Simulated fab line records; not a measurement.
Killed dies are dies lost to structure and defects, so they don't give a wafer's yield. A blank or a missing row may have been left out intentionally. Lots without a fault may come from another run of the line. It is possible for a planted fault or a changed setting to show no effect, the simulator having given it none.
Matching of chambers :: flow n5Finfet :: N5_BEOL_M4_ETCHBACK_99 on rieDiel-01: 4 sister chambers
The step etches SiO2 in CHF3, target depth 5 nm, time 10.4 s. 20 wafers are shown with their chamber, then 10 later ones without.

== WAFERS WITH THEIR CHAMBER ==
wafer: L077.2
chamber: 3
showerheadPlenumPTorr (Torr): 2.13
throttleValvePct (%): 17.22
oesProductAu (a.u.): 0.71

wafer: L077.5
chamber: 2
showerheadPlenumPTorr (Torr): 2.12
throttleValvePct (%): 17.32
oesProductAu (a.u.): 0.69

wafer: L077.6
chamber: 1
showerheadPlenumPTorr (Torr): 2.18
throttleValvePct (%): 16.72
oesProductAu (a.u.): 0.86

wafer: L078.1
chamber: 1
showerheadPlenumPTorr (Torr): 2.18
throttleValvePct (%): 16.74
oesProductAu (a.u.): 0.86

wafer: L078.3
chamber: 2
showerheadPlenumPTorr (Torr): 2.12
throttleValvePct (%): 17.36
oesProductAu (a.u.): 0.70

wafer: L078.5
chamber: 1
showerheadPlenumPTorr (Torr): 2.18
throttleValvePct (%): 16.73
oesProductAu (a.u.): 0.86

wafer: L080.1
chamber: 0
showerheadPlenumPTorr (Torr): 2.20
throttleValvePct (%): 16.84
oesProductAu (a.u.): 0.95

wafer: L080.3
chamber: 2
showerheadPlenumPTorr (Torr): 2.12
throttleValvePct (%): 17.36
oesProductAu (a.u.): 0.70

wafer: L080.4
chamber: 1
showerheadPlenumPTorr (Torr): 2.18
throttleValvePct (%): 16.75
oesProductAu (a.u.): 0.85

wafer: L082.2
chamber: 1
showerheadPlenumPTorr (Torr): 2.18
throttleValvePct (%): 16.76
oesProductAu (a.u.): 0.84

wafer: L082.4
chamber: 3
showerheadPlenumPTorr (Torr): 2.12
throttleValvePct (%): 17.24
oesProductAu (a.u.): 0.70

wafer: L082.6
chamber: 0
showerheadPlenumPTorr (Torr): 2.20
throttleValvePct (%): 16.82
oesProductAu (a.u.): 0.95

wafer: L083.1
chamber: 3
showerheadPlenumPTorr (Torr): 2.12
throttleValvePct (%): 17.23
oesProductAu (a.u.): 0.69

wafer: L083.5
chamber: 0
showerheadPlenumPTorr (Torr): 2.20
throttleValvePct (%): 16.85
oesProductAu (a.u.): 0.93

wafer: L083.6
chamber: 1
showerheadPlenumPTorr (Torr): 2.18
throttleValvePct (%): 16.76
oesProductAu (a.u.): 0.85

wafer: L084.3
chamber: 1
showerheadPlenumPTorr (Torr): 2.18
throttleValvePct (%): 16.77
oesProductAu (a.u.): 0.83

wafer: L084.4
chamber: 1
showerheadPlenumPTorr (Torr): 2.18
throttleValvePct (%): 16.76
oesProductAu (a.u.): 0.84

wafer: L084.5
chamber: 0
showerheadPlenumPTorr (Torr): 2.20
throttleValvePct (%): 16.85
oesProductAu (a.u.): 0.93

wafer: L086.1
chamber: 0
showerheadPlenumPTorr (Torr): 2.20
throttleValvePct (%): 16.88
oesProductAu (a.u.): 0.92

wafer: L086.2
chamber: 3
showerheadPlenumPTorr (Torr): 2.12
throttleValvePct (%): 17.27
oesProductAu (a.u.): 0.69

SIGNATURES (means of the wafers above)
reading: showerheadPlenumPTorr
chamber 0: 2.2000
chamber 1: 2.1800
chamber 2: 2.1200
chamber 3: 2.1225
scatter within a chamber: 0.00217

reading: throttleValvePct
chamber 0: 16.8480
chamber 1: 16.7488
chamber 2: 17.3467
chamber 3: 17.2400
scatter within a chamber: 0.0201

reading: oesProductAu
chamber 0: 0.9360
chamber 1: 0.8488
chamber 2: 0.6967
chamber 3: 0.6975
scatter within a chamber: 0.011
Rule: a wafer's distance from a chamber is the root of the sum, over the readings, of the square of ((its reading less the chamber's mean) divided by the reading's scatter). The wafer belongs to the nearest chamber; if the next one is less than 2 further off, it can't be placed. The scatter: take each reading less its chamber's mean, square it, sum over the shown wafers, divide by the number of wafers less the number of chambers, and take the root.

== WAFERS MISSING THEIR CHAMBER ==
wafer: L086.5
showerheadPlenumPTorr (Torr): 2.17
throttleValvePct (%): 16.79
oesProductAu (a.u.): 0.84

wafer: L087.3
showerheadPlenumPTorr (Torr): 2.20
throttleValvePct (%): 16.87
oesProductAu (a.u.): 0.92

wafer: L087.4
showerheadPlenumPTorr (Torr): 2.12
throttleValvePct (%): 17.28
oesProductAu (a.u.): 0.69

wafer: L087.6
showerheadPlenumPTorr (Torr): 2.17
throttleValvePct (%): 16.78
oesProductAu (a.u.): 0.84

wafer: L090.3
showerheadPlenumPTorr (Torr): 2.20
throttleValvePct (%): 16.88
oesProductAu (a.u.): 0.90

wafer: L090.4
showerheadPlenumPTorr (Torr): 2.20
throttleValvePct (%): 16.88
oesProductAu (a.u.): 0.90

wafer: L090.6
showerheadPlenumPTorr (Torr): 2.17
throttleValvePct (%): 16.79
oesProductAu (a.u.): 0.82

wafer: L092.2
showerheadPlenumPTorr (Torr): 2.11
throttleValvePct (%): 16.93
oesProductAu (a.u.): 0.92

wafer: L092.4
showerheadPlenumPTorr (Torr): 2.12
throttleValvePct (%): 16.84
oesProductAu (a.u.): 0.99

wafer: L092.6
showerheadPlenumPTorr (Torr): 2.17
throttleValvePct (%): 16.79
oesProductAu (a.u.): 0.81

== WHICH CHAMBER EACH WENT THROUGH ==
wafer: L086.5
from the rows above: 1
in truth: 1

wafer: L087.3
from the rows above: 0
in truth: 0

wafer: L087.4
from the rows above: can't be placed: 3 or 2
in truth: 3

wafer: L087.6
from the rows above: 1
in truth: 1

wafer: L090.3
from the rows above: 0
in truth: 0

wafer: L090.4
from the rows above: 0
in truth: 0

wafer: L090.6
from the rows above: 1
in truth: 1

wafer: L092.2
from the rows above: 3
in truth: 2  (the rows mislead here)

wafer: L092.4
from the rows above: 1
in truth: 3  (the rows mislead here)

wafer: L092.6
from the rows above: 1
in truth: 1
Placed correctly: 7 of 10. Unplaceable from these rows: 1, with the true chamber sitting among the candidates in 1. 2 placed wrongly.
